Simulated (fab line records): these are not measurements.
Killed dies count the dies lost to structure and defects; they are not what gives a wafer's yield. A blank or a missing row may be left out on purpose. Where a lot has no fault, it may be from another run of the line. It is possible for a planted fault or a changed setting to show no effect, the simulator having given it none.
A struck lot beside a sound one + flow n5 finfet + 15 steps out of a route of 1938
Sound: wafers L154.2, L154.4, L154.6. Struck: wafers L161.1, L161.2, L161.5. At the end, the cause is stated.
For every step that has rows: the tool of each side, followed by ch and its chambers, followed by its first start. Under that, the readings that differ: sound wafers + struck wafers + difference of the means + sigmas: that difference in standard deviations of wafers without a fault.
alike: readings whose means differ by less than 2 such deviations, and words and numbers that are the same on both sides. not compared: withheld readings, readings that some wafer has no value for, bounds like >300 that may hide the same value, and numbers for which the record gives no deviation and whose values overlap.
The two part at a step that has a row with sigmas, a row that says differs or no value, or rows on one side only. When numbers do not overlap yet have no deviation, they are printed without sigmas and do not part them. A reading missing from all wafers of one side parts the sides only when that side holds two or more wafers.

first, 1 step without rows for these wafers: N5_PASSIVATION_HARDBAKE_31 (time 120 s).
N5_PASSIVATION_CD_MEAS_30 targets a cd of 4000 nm.
  sound on cd sem-03 ch 0, day 13 20:19; struck on cd sem-02 ch 0, day 15 15:26
  alike: cd nm
N5_PASSIVATION_OVL_MEAS_63:
  sound on overlay-02 ch 0, day 13 20:20; struck on overlay-01 ch 0, day 15 15:28
| reading      | sound  | struck   | difference | sigmas |
|--------------|--------|----------|------------|--------|
| PAD_OVL (nm) | 1 5 -1 | 16 15 15 | +14        | +3     |
N5_PASSIVATION_INSPECT_64: inspects for defects (macro).
  sound: defect inspect-01 at day 13 20:22; struck: defect inspect-02 at day 15 15:30
  alike: raw defect count
N5_PASSIVATION_DESCUM_32: chemistry O2, time 7.9 s.
  sound on rie diel-05 ch 2,3, day 13 20:24; struck on rie diel-05 ch 0,2,3, day 15 15:35
  alike: drypump motor current A, oes product au, rf vpp V, showerhead plenum p Torr, throttle valve pct
  not compared: rf hours counter h
N5_PASSIVATION_AL_ETCH_33: etches Al in Cl2/BCl3, stops on TaN, target depth 2800 nm, time 466.7 s.
  sound on rie metal-02 ch 0,1, day 13 20:29; struck on rie metal-02 ch 0,1, day 15 15:40
  alike: drypump motor current A, oes product au, throttle valve pct
  not compared: rf hours counter h
N5_PASSIVATION_ETCH_59: etches TaN in Cl2/BCl3, target depth 65 nm, time 34.9 s.
  sound on rie metal-02 ch 0,1, day 13 20:53; struck on rie metal-02 ch 0,1, day 15 16:04
  alike: drypump motor current A, oes product au, throttle valve pct
  not compared: rf hours counter h
N5_PASSIVATION_STRIP_34: strips in O2.
  sound on rie diel-05 ch 2,3, day 13 21:00; struck on rie diel-04 ch 0,1,3, day 15 16:18
  alike: drypump motor current A, oes product au, rf vpp V, showerhead plenum p Torr, throttle valve pct
  not compared: rf hours counter h
then, 4 steps without rows for these wafers: N5_PASSIVATION_STRIP_51 (strips in post etch residue remover, time 1200 s); N5_PASSIVATION_CLEAN_69 (cleans in IPA, time 180 s); N5_PASSIVATION_SRD_70 (time 30 s); N5_PASSIVATION_PECVD_53 (deposits SiO2 from TEOS/O2, target thk 800 nm, time 169.4 s).
N5_PASSIVATION_PECVD_35: deposits SiNx from SiH4/NH3/N2, target thk 700 nm, time 151.3 s.
  sound on pecvd-01 ch 0,2, day 13 21:37; struck on pecvd-04 ch 0,2, day 15 16:55
  no value came back on the struck wafers for any of 6 readings (chamber pressure Torr (Torr), heater power outer w (W) and others); on the sound wafers chamber pressure Torr (Torr) reads 4.909 4.888 4.900
then, 1 step without rows for these wafers: N5_PASSIVATION_HMDS_37 (time 60 s).
N5_PASSIVATION_PROBE_49:
  sound wafers here have rows in the record (prober-01, day 14 01:29); struck ones have none

WHERE THEY PART
Earliest at N5_PASSIVATION_OVL_MEAS_63; latest, in this record, at N5_PASSIVATION_PROBE_49.

WHY: whatever the simulator had introduced
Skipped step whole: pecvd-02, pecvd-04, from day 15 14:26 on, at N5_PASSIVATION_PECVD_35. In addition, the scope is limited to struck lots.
